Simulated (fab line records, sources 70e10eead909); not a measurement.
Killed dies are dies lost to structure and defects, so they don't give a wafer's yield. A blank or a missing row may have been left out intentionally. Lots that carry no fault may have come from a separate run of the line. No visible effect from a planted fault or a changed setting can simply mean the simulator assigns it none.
fab line records | flow nand-harc
record: lots: 6 wafers: 18 last-day: 32
route steps=1302 shown A_CHANNEL_HOLE_D2@608 A_CHANNEL_FILL_D2@610 A_STAIRCASE@639 END@1302
lots with no fault: from the same line, run without faults
start-h: hours from the record's first day to the start of the lot's first wafer shown | wait-h: hours from the lot's prior step to this one | " repeats the value in the row above | L1.1+2: several wafers, shown together as one row | - no value, or no start was given | * or withheld: withheld | < > ~ a bound
route shown NAME@n: names a module that has steps shown in the file, with the first one's number in the route | usual: the fault-free wafers' mean and standard deviation | same: alike in all rows | chamber/n: place in a boat | sites: readings site by site | _std_site: standard deviation across them | _edge_site: mean of outer sites minus mean of inner sites | radius-mm: for every site, how far away it sits from the centre of the wafer | mask NAME#n: copy n | behind: the most recent tool/chamber to have shaped the wafer | hold: why the lot went on hold/how many hours it stayed there/how the hold came to an end | device: names the non-switching transistor (n, p or np) | end of line: tests of these same wafers at the route's end | step lacking rows: just its recipe | killed: dies lost to structure and defects at the first sort, not the wafer's yield | map: dies across one wafer; x = killed, . = not, _ = none there
set.NAME: setting as actually run; set.NAME@STEP: the setting as run at that earlier step | model.NAME: the simulator's own value behind a step, which no gauge read
lots at some steps of the route; a table a step, a row a wafer
services: when a tool's chamber went out of use (start-h, in hours from the record's first day, below 0 if earlier), for how many hours, and the reason
== steps ==
step: NHARC_A_CHANNEL_HOLE_D2_XSEM_32
recipe: landing-energy-ev: 35000
step: NHARC_A_CHANNEL_HOLE_D2_INSPECT_40
usual: raw-defect-count: 298/77
columns lot.wafer tool chamber start-h wait-h raw-defect-count
L181.3 defect-inspect-02 - 315.82 - 326
L181.5 " - " " 349
L181.6 " - " " 386
L189.1 defect-inspect-02 - 404.25 - 362
L189.2 " - " " 253
L189.5 " - " " 242
L192.2 defect-inspect-02 - 413.54 - 284
L192.4 " - " " 285
L192.6 " - " " 397
L197.1 defect-inspect-01 - 460.58 - 376
L197.5 " - " " 269
L197.6 " - " " 222
L199.2 defect-inspect-01 - 485.91 - 317
L199.4 " - " " 297
L199.6 " - " " 319
L200.1 defect-inspect-01 - 522.65 - 276
L200.3 " - " " 456
L200.4 " - " " 321
step: NHARC_A_CHANNEL_FILL_D2_PRECLEAN_00
recipe: time-s: * temp-c: 50 bath-age-min: 0 chemistry: SC1
step: NHARC_A_CHANNEL_FILL_D2_SRD_01
step: NHARC_A_CHANNEL_FILL_D2_ALD_02
recipe: target-thk-a: 60 pulse-time-s: 10 ald-cycles: 60 temp-c: 300 material: SiO2
step: NHARC_A_CHANNEL_FILL_D2_ALD_03
recipe: target-thk-a: 60 pulse-time-s: 60 ald-cycles: 58 temp-c: 630 pressure-torr: 2 material: SiNx
step: NHARC_A_CHANNEL_FILL_D2_ALD_14
recipe: target-thk-a: 25 pulse-time-s: 10 ald-cycles: 25 temp-c: 300 material: SiO2
step: NHARC_A_CHANNEL_FILL_D2_ALD_15
recipe: target-thk-a: 20 pulse-time-s: 60 ald-cycles: 19 temp-c: 630 pressure-torr: 2 material: SiNx
step: NHARC_A_CHANNEL_FILL_D2_ALD_16
recipe: target-thk-a: 15 pulse-time-s: 10 ald-cycles: 15 temp-c: 300 material: SiO2
usual: heater-power-w: 482/55 precursor-pulse-height-rel: 1.001/0.019
columns lot.wafer tool chamber start-h wait-h heater-power-w precursor-pulse-height-rel
L181.3 ald-hk-04 0 328.29 0.1 529 1.002
L181.6 " 2 " " 578 1.013
L181.5 " 3 " " 454 1.014
L189.2 ald-hk-03 1 416.89 0.0 405 1.017
L189.1 " 0 " " 511 1.007
L189.5 " 2 " " 457 1.005
L192.4 ald-hk-04 0 426.67 0.1 524 0.993
L192.2 " 1 " " 500 0.987
L192.6 " 0 " " 529 1.004
L197.1 ald-hk-03 1 473.06 0.1 400 1.041
L197.5 " 0 " " 536 1.025
L197.6 " 1 " " 406 0.984
L199.2 ald-hk-01 1 498.84 0.0 392 0.987
L199.4 " 0 " " 504 1.015
L199.6 " 1 " " 405 1.023
L200.3 ald-hk-01 0 535.06 0.0 516 1.010
L200.1 " 1 " " 401 1.020
L200.4 " 2 " " 474 0.993
step: NHARC_A_CHANNEL_FILL_D2_ANNEAL_17
recipe: temp-c: 850 time-s: 1800
step: NHARC_A_CHANNEL_FILL_D2_CVD_18
recipe: target-thk-a: 30 temp-c: 550 material: poly-Si
step: NHARC_A_CHANNEL_FILL_D2_ETCHBACK_19
recipe: target-depth-a: 50 time-s: 1.7 hbr-flow-sccm: 150 cl2-flow-sccm: 50 rf-w: 400 icp-w: 400 bias-w: 100 chemistry: HBr/Cl2
step: NHARC_A_CHANNEL_FILL_D2_ETCHBACK_20
recipe: target-depth-a: 270 time-s: 13.5 c4f8-flow-sccm: withheld o2-flow-sccm: 8 ar-flow-sccm: withheld rf-w: 600 bias-w: 1500 chemistry: C4F8/O2/Ar
usual: oes-product-au: 0.987/0.023 rf-vpp-V: 979/4.7
columns lot.wafer tool chamber start-h wait-h oes-product-au rf-hours-counter-h rf-vpp-V
L181.3 rie-diel-12 0 340.72 - 1.000 2 987
L181.6 " 0 " " 0.996 - 987
L181.5 " 1 " " 1.000 - 974
L189.1 rie-diel-08 3 429.11 - 0.950 1 978
L189.2 " 2 " " 0.968 1 975
L189.5 " 3 " " 0.947 - 977
L192.4 rie-diel-08 2 438.78 - 0.998 1 976
L192.2 " 1 " " 0.994 2 973
L192.6 " 2 " " 0.992 - 974
L197.1 rie-diel-03 1 485.16 - 0.999 3 985
L197.6 " 0 " " 0.992 - 979
L197.5 " 1 " " 0.994 - 984
L199.2 rie-diel-08 3 511.66 - 0.987 4 978
L199.4 " 0 " " 0.994 4 980
L199.6 " 1 " " 0.992 - 974
L200.1 rie-diel-03 0 546.99 - 0.997 12 979
L200.3 " 1 " " 1.004 13 984
L200.4 " 2 " " 1.007 14 975
step: NHARC_A_CHANNEL_FILL_D2_STRIP_28
recipe: time-s: 20 o2-flow-sccm: 500 ar-flow-sccm: 0 bias-w: 0 chemistry: O2
usual: drypump-motor-current-A: 5.8/0.42 oes-product-au: 1.000/0.008 rf-vpp-V: 57.7/0.96 showerhead-plenum-p-Torr: 3.55/0.11 throttle-valve-pct: 17.036/0.0098
columns lot.wafer tool chamber start-h wait-h drypump-motor-current-A oes-product-au rf-hours-counter-h rf-vpp-V showerhead-plenum-p-Torr throttle-valve-pct
L181.3 rie-diel-12 1 340.82 0.1 5.7 0.997 2 57.4 3.43 17.045
L181.5 " 2 " " 6.3 0.985 - 56.4 3.47 17.053
L181.6 " 3 " " 5.4 0.996 - 58.9 3.77 17.028
L189.2 rie-diel-08 1 429.20 0.1 5.5 0.988 1 57.5 3.43 17.036
L189.1 " 3 " " 5.1 0.995 1 58.6 3.53 17.030
L189.5 " 2 " " 5.6 1.001 - 57.2 3.45 17.022
L192.4 rie-diel-08 3 438.87 0.1 5.1 1.002 2 59.6 3.53 17.046
L192.2 " 2 " " 5.6 0.998 1 56.7 3.45 17.024
L192.6 " 0 " " 6.2 0.992 - 57.6 3.51 17.032
L197.1 rie-diel-03 1 485.25 0.1 6.2 1.008 3 59.2 3.67 17.039
L197.5 " 3 " " 6.5 0.992 - 59.6 3.64 17.029
L197.6 " 0 " " 5.3 1.010 - 57.0 3.56 17.038
L199.4 rie-diel-08 3 511.73 0.1 5.1 0.988 4 57.8 3.52 17.048
L199.2 " 1 " " 5.5 0.996 4 57.5 3.43 17.056
L199.6 " 3 " " 5.1 0.997 - 56.8 3.52 17.025
L200.4 rie-diel-03 1 547.07 0.1 6.2 0.993 13 58.8 3.67 17.029
L200.1 " 2 " " 5.9 1.015 14 55.2 3.44 17.025
L200.3 " 0 " " 5.3 0.992 12 57.7 3.55 17.049
step: NHARC_A_CHANNEL_FILL_D2_PRECLEAN_21
recipe: time-s: 30 chemistry: dHF
step: NHARC_A_CHANNEL_FILL_D2_SRD_23
step: NHARC_A_CHANNEL_FILL_D2_CVD_05
recipe: target-thk-a: 50 temp-c: 550 material: poly-Si
step: NHARC_A_CHANNEL_FILL_D2_ANNEAL_22
recipe: temp-c: 620 time-s: 7200
step: NHARC_A_CHANNEL_FILL_D2_THK_MEAS_06
recipe: thk-meas-gauge: ellipsometry
usual: thk-nm: 4.9/1
columns lot.wafer tool chamber start-h wait-h thk-nm
L181.3 film-metro-01 - 352.57 0.4 3.3
L181.5 " - " " 4.8
L181.6 " - " " 4.9
L189.1 film-metro-01 - 440.42 0.4 4.1
L189.2 " - " " 5.4
L189.5 " - " " 3.8
L192.2 film-metro-01 - 451.13 0.4 3.9
L192.4 " - " " 5.0
L192.6 " - " " 5.9
L197.1 film-metro-02 - 497.02 0.4 5.2
L197.5 " - " " 4.9
L197.6 " - " " 5.1
L199.2 film-metro-02 - 523.50 0.4 5.6
L199.4 " - " " 6.0
L199.6 " - " " 5.4
L200.1 film-metro-02 - 558.44 0.4 4.4
L200.3 " - " " 6.2
L200.4 " - " " 4.0
step: NHARC_A_CHANNEL_FILL_D2_ALD_25
recipe: target-thk-a: 600 pulse-time-s: 10 ald-cycles: 600 temp-c: 300 material: SiOx
step: NHARC_A_CHANNEL_FILL_D2_ETCHBACK_08
recipe: target-depth-a: 2200 time-s: 110 c4f8-flow-sccm: 20 ar-flow-sccm: withheld rf-w: 600 bias-w: 300 chemistry: C4F8
usual: oes-product-au: 0.96/0.036 rf-vpp-V: 441.2/2.1
columns lot.wafer tool chamber start-h wait-h oes-product-au rf-hours-counter-h rf-vpp-V
L181.3 rie-diel-08 3 - - 1.00 5 440.1
L181.5 " 3 " " 1.01 - 440.0
L181.6 " 0 " " 1.00 - 441.4
L189.2 rie-diel-08 3 - - 0.93 2 440.9
L189.1 " 0 " " 0.93 2 440.5
L189.5 " 2 " " 0.93 - 438.3
L192.4 rie-diel-12 2 - - 0.99 0 439.7
L192.2 " 1 " " 1.00 0 437.6
L192.6 " 2 " " 1.00 - 440.5
L197.1 rie-diel-08 3 - - 0.92 3 442.5
L197.6 " 3 " " 0.91 - 441.3
L197.5 " 0 " " 0.93 - 439.5
L199.2 rie-diel-08 1 - - 0.92 4 440.9
L199.4 " 2 " " 0.93 5 440.3
L199.6 " 0 " " 0.92 - 440.1
L200.1 rie-diel-08 0 - - 1.00 0 440.7
L200.4 " 1 " " 0.99 0 439.6
L200.3 " 2 " " 1.01 0 440.5
step: NHARC_A_CHANNEL_FILL_D2_STRIP_29
recipe: time-s: 20 o2-flow-sccm: 500 ar-flow-sccm: 0 bias-w: 0 chemistry: O2
step: NHARC_A_CHANNEL_FILL_D2_PRECLEAN_30
recipe: time-s: 30 chemistry: dHF
step: NHARC_A_CHANNEL_FILL_D2_SRD_31
step: NHARC_A_CHANNEL_FILL_D2_CVD_09
recipe: target-thk-a: 1500 temp-c: 620 pressure-mtorr: 200 time-s: 3000 material: poly-Si
step: NHARC_A_CHANNEL_FILL_D2_CMP_10
recipe: target-thk-nm: 150
step: NHARC_A_CHANNEL_FILL_D2_SRD_12
step: NHARC_A_CHANNEL_FILL_D2_RTA_24
recipe: temp-c: 1000 time-s: 5
usual: lamp-power-pct: 31.8/0.74 wafer_temp_C_max: 1003.6/0.78
columns lot.wafer tool chamber start-h wait-h lamp-power-pct wafer_temp_C_max
L181.3 rtp-anneal-01 0 366.88 0.1 32.6 1004.0
L181.5 " 0 " " 32.6 1003.2
L181.6 " 0 " " 32.6 1003.3
L189.1 rtp-anneal-02 0 452.31 0.0 31.1 1004.7
L189.2 " 0 " " 31.1 1002.4
L189.5 " 0 " " 31.1 1003.6
L192.2 rtp-anneal-02 0 466.60 0.1 31.1 1004.6
L192.4 " 0 " " 31.1 1003.4
L192.6 " 0 " " 31.1 1003.1
L197.1 rtp-anneal-01 0 508.99 0.0 32.5 1002.9
L197.5 " 0 " " 32.6 1004.9
L197.6 " 0 " " 32.6 1003.7
L199.2 rtp-anneal-01 0 535.25 0.1 32.5 1003.9
L199.4 " 0 " " 32.6 1003.1
L199.6 " 0 " " 32.5 1005.8
L200.1 rtp-anneal-01 0 570.27 0.0 32.6 1004.2
L200.3 " 0 " " 32.6 1003.0
L200.4 " 0 " " 32.7 1003.4
step: NHARC_A_STAIRCASE_DEP_156
recipe: target-thk-a: 500 temp-c: 400 target-thk-nm: 50 flow-sccm: 200 rf-w: 450 material: SiNx
usual: heater-power-w: 710/77
columns lot.wafer tool chamber start-h wait-h heater-power-w
L181.3 pecvd-01 2 367.12 0.1 751
L181.5 " 1 " " 771
L181.6 " 0 " " 746
L189.2 pecvd-01 2 452.58 0.1 736
L189.1 " 0 " " 766
L189.5 " 2 " " 755
L192.2 pecvd-01 0 466.87 0.1 684
L192.6 " 2 " " 676
L192.4 " 1 " " 831
L197.1 pecvd-02 0 509.32 0.1 587
L197.6 " 1 " " 664
L197.5 " 0 " " 588
L199.2 pecvd-02 2 535.54 0.1 701
L199.6 " 1 " " 694
L199.4 " 2 " " 690
L200.3 pecvd-04 0 570.57 0.1 603
L200.1 " 1 " " 831
L200.4 " 1 " " 835
step: NHARC_A_STAIRCASE_DEHYDRATE_158
recipe: temp-c: 150 time-s: 120
step: NHARC_A_STAIRCASE_HMDS_159
recipe: time-s: 30
step: NHARC_A_STAIRCASE_COAT_160
recipe: spin-rpm: 1200
step: NHARC_A_STAIRCASE_SOFTBAKE_161
recipe: temp-c: 135 time-s: 170
step: NHARC_A_STAIRCASE_EBR_162
step: NHARC_A_STAIRCASE_EXPOSE_163
recipe: na: 0.5 dose-mj: 20.01 mask-id: STAIR_OPEN
step: NHARC_A_STAIRCASE_PEB_164
recipe: peb-temp-c: 115 peb-time-s: 130
step: NHARC_A_STAIRCASE_DEVELOP_165
recipe: time-s: 140
step: NHARC_A_STAIRCASE_HARDBAKE_167
recipe: temp-c: 120 time-s: 140
step: NHARC_END_SORT_01
recipe: temp-c: 25
usual: killed-at-array: 62/16 killed-at-other: 0.8/1.1 killed-at-periphery: 4/3.2 killed-dies: 67/16 killed-open: 3.5/1.9 killed-short: 2.1/1.5
same: gross-dies: 677
columns lot.wafer tool chamber start-h wait-h killed-at-array killed-at-other killed-at-periphery killed-dies killed-open killed-short
L189.1 prober-01 0 672.18 2.5 144 1 4 149 6 5
L189.2 prober-01 0 672.98 2.8 142 0 0 142 5 1
L189.5 prober-01 0 675.38 3.7 141 1 4 146 5 3
L192.2 prober-02 0 673.02 2.8 124 0 2 126 5 1
L192.4 prober-02 0 674.62 3.4 148 0 3 151 3 3
L192.6 prober-02 0 676.22 4.0 140 0 2 142 1 2
killed by level:class
L189.1 A_CHANNEL_FILL_D2:unspecified=74 A_CHANNEL_HOLE_D1:chamber-film-flake=27 A_CHANNEL_HOLE_D2:chamber-film-flake=25 A_STAIRCASE:chamber-film-flake=3 A_CONTACT:chamber-film-flake=3 A_CHANNEL_FILL_D2:chamber-film-flake=2 P_M0:geometric-particle:short=1 P_M1:geometric-particle:short=1
L189.2 A_CHANNEL_FILL_D2:unspecified=78 A_CHANNEL_HOLE_D1:chamber-film-flake=31 A_CHANNEL_HOLE_D2:chamber-film-flake=19 A_SLIT:chamber-film-flake=3 A_ONON_D1:geometric-particle:open=2 A_CONTACT:chamber-film-flake=2 A_ONON_D1:geometric-particle:short=1 A_CHANNEL_FILL_D1:geometric-particle:open=1
L192.2 A_CHANNEL_FILL_D2:unspecified=69 A_SLIT:chamber-film-flake=30 A_CHANNEL_HOLE_D2:chamber-film-flake=16 A_CHANNEL_HOLE_D1:chamber-film-flake=4 P_M0:geometric-particle:open=1 A_CHANNEL_HOLE_D1:geometric-particle:open=1 A_CHANNEL_FILL_D1:geometric-particle:short=1 A_ONON_D2:geometric-particle:open=1
L192.4 A_CHANNEL_FILL_D2:unspecified=82 A_SLIT:chamber-film-flake=33 A_CHANNEL_HOLE_D2:chamber-film-flake=23 A_CHANNEL_HOLE_D1:chamber-film-flake=3 P_M0:geometric-particle:short=1 P_M0:geometric-particle:open=1 A_SOURCE_PLATE:geometric-particle:open=1 A_DECK1_JOINT:geometric-particle:short=1
L189.5 A_CHANNEL_FILL_D2:unspecified=77 A_CHANNEL_HOLE_D1:chamber-film-flake=31 A_CHANNEL_HOLE_D2:chamber-film-flake=18 A_CONTACT:chamber-film-flake=4 P_BONDPAD:chamber-film-flake=2 A_SOURCE_PLATE:geometric-particle:open=1 A_ONON_D1:geometric-particle:short=1 A_CHANNEL_FILL_D1:geometric-particle:open=1
L192.6 A_CHANNEL_FILL_D2:unspecified=84 A_SLIT:chamber-film-flake=32 A_CHANNEL_HOLE_D2:chamber-film-flake=16 A_CHANNEL_HOLE_D1:chamber-film-flake=4 P_M0:geometric-particle:open=1 P_M1:geometric-particle:short=1 A_WL_FILL:geometric-particle:short=1 A_STAIRCASE:chamber-film-flake=1
map L189.1 (x killed, . not)
____________x____________
_________......._________
_______...x......._______
______.............______
_____..............._____
____...........x..x..____
____.........x.......____
___........x..xxxx....___
___......x....xxxxx...___
__............xxxxxx...__
__..........x.xxxxxx...__
_............xxxxxxxx..._
_........x...xxxxxxx...._
_.............xxxxxx...._
_............xxxxxxx.x.._
_.....x......xxxxxxx..x._
...............xxxxx.xx..
...........x...xxxx.x..x.
.............xx.x.x..x.x.
....................xxx..
.................x.xxxx..
_....x.............xxxxx_
_...................xxxx_
_.................xx.x.._
_..x.x..........xx.x.x.._
_.........x...xxx.....x._
__.........x....xx.....__
__.............x.......__
___...x.........xx....___
___...x..x.....xxx....___
____...x.......x.x.x.____
____....x.....xxxx...____
_____....x....xx...._____
______..........x..______
_______x.......xx._______
_________.....x._________
____________.____________
map L192.4 (x killed, . not)
____________.____________
_________.x....._________
_______..........._______
______.............______
_____...x..........._____
____....x.x..........____
____....x.x..........____
___......xxx..........___
___....xxx..x.........___
__..x.xxxx.............__
__.....xx..............__
_......x........x......._
_......xx.......x......._
_.......x..x............_
_......................._
_......................._
.........................
.........................
.................x.......
.........................
..x.....x........x.......
_.....x.xxx.....x......._
_.....xxxxxx............_
_....x.xxxxxx..........._
_..x.xxxxxxx.x.........._
_....xxxxxxx...x..x....._
__.xxxxxxxxxxx.x..x.x..__
__...xxxxxxxxxx...x....__
___...xxxxxxx..xxx....___
___x...xxx.xx.xxxx....___
____.xxxxxxx..xxxxxx.____
____..xxxxxx..xxxxxx.____
_____.x..x....xxxxxx_____
______..xx.....xxx.______
_______..........x_______
_________......._________
____________.____________
== services ==
columns tool chamber start-h hours kind
ald-hk-03 - 311.16 0.5 repair
pecvd-01 - 311.68 13.0 pm
pecvd-02 0 325.53 6.8 repair
rie-diel-08 - 348.02 1.2 repair
rie-diel-08 - 367.80 9.0 pm
rie-diel-03 1 371.56 10.6 repair
rtp-anneal-01 - 372.00 12.0 pm
rie-diel-03 0 373.35 8.3 repair
rie-diel-12 1 385.57 6.7 repair
pecvd-02 - 388.33 2.9 repair
ald-hk-03 - 390.00 10.0 pm
pecvd-02 - 408.04 13.0 pm
pecvd-01 - 434.87 0.8 repair
ald-hk-04 - 435.47 10.0 pm
rie-diel-12 - 445.40 9.0 pm
rie-diel-03 - 458.30 9.0 pm
rie-diel-08 1 460.68 6.6 repair
ald-hk-01 - 474.00 10.0 pm
pecvd-01 - 492.83 13.0 pm
rie-diel-12 0 494.33 5.1 repair
rie-diel-12 2 496.82 8.2 repair
rie-diel-12 1 538.50 3.1 repair
rie-diel-08 - 544.80 9.0 pm
rie-diel-12 2 547.00 10.7 repair
== key ==
first-sign: step: NHARC_END_SORT_01 reading: killed-at-array direction: up sigmas: 4.8 usual: 62 struck: 140
effect: step: NHARC_END_SORT_01 reading: killed-dies direction: up sigmas: 4.6 usual: 67 struck: 143
more-kills-born-at: NHARC_A_CHANNEL_FILL_D2_ETCHBACK_20@rie-diel-08: 464
met-at NHARC_A_CHANNEL_FILL_D2_ETCHBACK_20
struck-wafers L189.1,L189.2,L189.5,L192.2,L192.4,L192.6
tester-left-out L189,L192
also-fits NHARC_A_CHANNEL_FILL_D2_RTA_24:rtp-anneal-02,NHARC_A_STAIRCASE_DEP_156:pecvd-01
fault: kind: chamber-particle-source tool: rie-diel-08 chamber: - onset-h: 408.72 steps: NHARC_A_CHANNEL_FILL_D2_ETCHBACK_20 rate-per-visit-cm2: 0.59604 end-h: 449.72
tester-left-out: of these lots the tester's yield and bins aren't shown, on N5 and GAA mostly nor the transistor test; their killed dies are dies lost to structure and defects alone, not to doping, threshold or leakage, so they don't give the yield
